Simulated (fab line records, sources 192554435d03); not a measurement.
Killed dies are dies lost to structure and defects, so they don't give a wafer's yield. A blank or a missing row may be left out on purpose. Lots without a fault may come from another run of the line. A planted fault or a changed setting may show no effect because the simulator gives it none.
Chamber matching | flow n5_finfet | N5_SDB_ETCH_17 on rie_diel-02: 4 sister chambers
The step etches SiARC in CF4, target depth 23.4 nm, time 39 s. 7 wafers are shown with their chamber, then 7 later ones without.

WAFERS WITH THEIR CHAMBER
wafer  | chamber | showerhead_plenum_p_Torr (Torr) | oes_product_au (a.u.)
L082.1 | 3       | 2.06                            | 0.67
L085.2 | 3       | 2.06                            | 0.68
L086.3 | 2       | 2.25                            | 0.69
L086.5 | 1       | 2.23                            | 0.64
L086.6 | 2       | 2.25                            | 0.70
L094.1 | 0       | 2.05                            | 0.60
L094.5 | 1       | 2.22                            | 0.64

WAFERS WITHOUT THEIR CHAMBER
wafer  | showerhead_plenum_p_Torr (Torr) | oes_product_au (a.u.)
L094.6 | 2.05                            | 0.62
L095.4 | 2.06                            | 0.65
L095.5 | 2.22                            | 0.64
L095.6 | 2.24                            | 0.69
L097.3 | 2.05                            | 0.64
L097.4 | 2.05                            | 0.60
L097.5 | 2.05                            | 0.65

WHICH CHAMBER EACH WENT THROUGH
wafer  | from the rows above     | in truth
L094.6 | 0                       | 0
L095.4 | 3                       | 3
L095.5 | 1                       | 1
L095.6 | 2                       | 2
L097.3 | can't be placed: 3 or 0 | 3
L097.4 | 0                       | 0
L097.5 | 3                       | 3
Placed correctly: 6 of 7. Can't be placed from these rows: 1 (the true chamber is among the candidates in 1). Placed wrongly: 0.
How it was worked out, from the rows above alone: a wafer's distance from a chamber is the root of the sum, over the readings, of the square of ((its reading less the chamber's mean) divided by the reading's scatter). The wafer belongs to the nearest chamber; if the next one is less than 2 further off, it can't be placed. A chamber's mean is the mean of its shown wafers. The scatter: the root of (the sum of the squares of (reading less its chamber's mean) over the shown wafers, divided by (wafers less chambers)).
